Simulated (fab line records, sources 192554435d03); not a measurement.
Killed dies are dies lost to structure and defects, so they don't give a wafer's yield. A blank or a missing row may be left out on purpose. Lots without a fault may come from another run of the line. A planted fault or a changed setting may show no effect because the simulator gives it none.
Which tool did it? | flow n5_finfet | 11 lots, 29 wafers sampled, at 4 steps of a route of 1938

WHAT THE GAUGES READ, wafer by wafer
N5_BEOL_M6_OVL_MEAS_29. Usual: V5_OVL -0.5 nm, standard deviation 0.91.
lot  | measured     | on         | V5_OVL (nm)    | flag
L322 | day 9 05:20  | overlay-02 | 1.0 -1.7 -1.4  |
L323 | day 9 09:51  | overlay-01 | -1.7 -2.8      |
L325 | day 11 06:49 | overlay-01 | 0.0 0.6        |
L329 | day 12 02:08 | overlay-01 | 0.9 -0.4 -0.8  |
L330 | day 12 14:28 | overlay-02 | -2.4 -1.8 -2.6 |
L335 | day 13 11:32 | overlay-02 | 0.2 0.2        |
L338 | day 15 02:55 | overlay-01 | -1.1 0.0 -0.7  |
L342 | day 15 07:23 | overlay-01 | -1.6 0.1 -1.1  |
L343 | day 15 14:55 | overlay-01 | 0.6 -0.5 -1.2  |
L344 | day 16 05:12 | overlay-01 | 0.0 0.5 -1.4   |
L345 | day 16 08:50 | overlay-02 | -1.3 -0.6      |

N5_BEOL_M7_THK_MEAS_01. Usual: M7_ILD_THK 155.4 nm, standard deviation 2.7.
lot  | measured     | on            | M7_ILD_THK (nm)   | flag
L322 | day 9 08:50  | film_metro-02 | 151.9 159.2 159.5 |
L323 | day 9 13:24  | film_metro-02 | 159.5 153.8       |
L325 | day 11 13:07 | film_metro-02 | 150.7 153.7       |
L329 | day 12 06:01 | film_metro-01 | 154.3 153.6 157.0 |
L330 | day 12 18:15 | film_metro-02 | 157.1 148.7 153.3 |
L335 | day 13 16:54 | film_metro-02 | 151.9 153.4       |
L338 | day 15 06:51 | film_metro-02 | 151.4 153.4 154.7 |
L342 | day 15 13:49 | film_metro-01 | 153.3 158.0 159.9 |
L343 | day 15 20:30 | film_metro-02 | 154.4 160.9 157.8 |
L344 | day 16 11:16 | film_metro-02 | 153.5 159.2 156.0 |
L345 | day 16 13:31 | film_metro-02 | 153.8 155.8       |

WHICH TOOL RAN EACH LOT (tool, then ch and the chambers of the sampled wafers, then the start)
lot  | N5_BEOL_M6_DESCUM_33               | N5_BEOL_M6_ALD_77
L322 | rie_diel-04 ch 0,1,2, day 9 05:25  | ald_metal-02 ch 1,3, day 9 06:36
L323 | rie_diel-02 ch 3, day 9 09:57      | ald_metal-02 ch 0,1, day 9 11:00
L325 | rie_diel-03 ch 0, day 11 06:54     | ald_metal-01 ch 0,3, day 11 08:24
L329 | rie_diel-02 ch 1,2,3, day 12 02:13 | ald_metal-04 ch 0,2,3, day 12 03:37
L330 | rie_diel-03 ch 0,3, day 12 14:34   | ald_metal-04 ch 0,1,2, day 12 16:07
L335 | rie_diel-03 ch 0,3, day 13 11:42   | ald_metal-02 ch 1,3, day 13 12:51
L338 | rie_diel-04 ch 0,2,3, day 15 03:05 | ald_metal-01 ch 0,2,3, day 15 04:27
L342 | rie_diel-03 ch 0,3, day 15 09:11   | ald_metal-01 ch 1,3, day 15 11:20
L343 | rie_diel-02 ch 1,2, day 15 15:16   | ald_metal-02 ch 0,3, day 15 16:55
L344 | rie_diel-04 ch 0,3, day 16 05:41   | ald_metal-02 ch 0,2, day 16 09:02
L345 | rie_diel-04 ch 0,1, day 16 09:19   | ald_metal-04 ch 0,1, day 16 10:58
- N5_BEOL_M6_DESCUM_33: chemistry O2, time 7 s.
- N5_BEOL_M6_ALD_77: deposits TaN, target thk 2 nm, pulse time 2 s, purge time 3 s.

WHAT THE TOOLS THEMSELVES READ (means of the sampled wafers that have a number; where no wafer has one, the mark that the record gives instead)
N5_BEOL_M6_DESCUM_33. Usual: drypump_motor_current_A 5.6 A, standard deviation 0.46; oes_product_au 0.82 a.u., standard deviation 0.092; rf_fwd_power_W 49.48 W, standard deviation 0.19; rf_vpp_V 243.4 V, standard deviation 1.2; showerhead_plenum_p_Torr 2.11 Torr, standard deviation 0.069; throttle_valve_pct 20.42 %, standard deviation 0.25.
lot  | tool        | drypump_motor_current_A (A) | oes_product_au (a.u.) | rf_fwd_power_W (W) | rf_vpp_V (V) | showerhead_plenum_p_Torr (Torr) | throttle_valve_pct (%) | flag
L322 | rie_diel-04 | 5.9                         | 0.80                  | 49.61              | 244.1        | 2.16                            | 20.36                  |
L323 | rie_diel-02 | 5.7                         | 0.92                  | 49.23              | 243.1        | 2.08                            | 20.35                  |
L325 | rie_diel-03 | 5.0                         | 0.80                  | 49.59              | 243.2        | 2.11                            | 20.36                  |
L329 | rie_diel-02 | 5.5                         | 0.85                  | 49.37              | 243.4        | 2.11                            | 20.47                  |
L330 | rie_diel-03 | 5.0                         | 0.82                  | 49.40              | 244.1        | 2.14                            | 20.27                  |
L335 | rie_diel-03 | 5.0                         | 0.83                  | 49.31              | 243.9        | 2.15                            | 20.24                  |
L338 | rie_diel-04 | 6.0                         | 0.89                  | 49.38              | 244.3        | 2.16                            | 20.32                  |
L342 | rie_diel-03 | 4.9                         | 0.80                  | 49.34              | 244.1        | 2.13                            | 20.30                  |
L343 | rie_diel-02 | 5.4                         | 0.83                  | 49.39              | 243.3        | 2.10                            | 20.55                  |
L344 | rie_diel-04 | 5.9                         | 0.91                  | 49.72              | 243.9        | 2.14                            | 20.24                  |
L345 | rie_diel-04 | 5.8                         | 0.82                  | 49.85              | 242.4        | 2.09                            | 20.28                  |

N5_BEOL_M6_ALD_77. Usual: heater_power_w 407 W, standard deviation 27; precursor_vessel_temp_c 74.98 C, standard deviation 0.12.
lot  | tool         | heater_power_w (W) | precursor_vessel_temp_c (C) | flag
L322 | ald_metal-02 | 375                | 75.09                       |
L323 | ald_metal-02 | 385                | 74.92                       |
L325 | ald_metal-01 | 424                | 74.91                       |
L329 | ald_metal-04 | 422                | 75.05                       |
L330 | ald_metal-04 | 392                | 74.87                       |
L335 | ald_metal-02 | 378                | 74.91                       |
L338 | ald_metal-01 | 432                | 74.90                       |
L342 | ald_metal-01 | 419                | 75.08                       |
L343 | ald_metal-02 | 395                | 74.97                       |
L344 | ald_metal-02 | 398                | 74.94                       |
L345 | ald_metal-04 | 378                | 74.86                       |

THE ANSWER, worked out from the rows above alone
Rule: a lot is off if the mean of its wafers that have a number lies more than 3 standard deviations from the usual mean. A lot without any number at a reading at which 4 lots or more have one is off too. The other lots that the step has rows for count as sound. The gauges are gone through in route order, then the tools' own readings, and for those a lot's mean is taken as printed above. The first step at which some lot is off is used, and at that step the reading that is off furthest; a lot without a number counts as furthest.
No lot is off at any reading shown: from this, nothing can be told.

WHAT THE SIMULATOR HAD PUT IN
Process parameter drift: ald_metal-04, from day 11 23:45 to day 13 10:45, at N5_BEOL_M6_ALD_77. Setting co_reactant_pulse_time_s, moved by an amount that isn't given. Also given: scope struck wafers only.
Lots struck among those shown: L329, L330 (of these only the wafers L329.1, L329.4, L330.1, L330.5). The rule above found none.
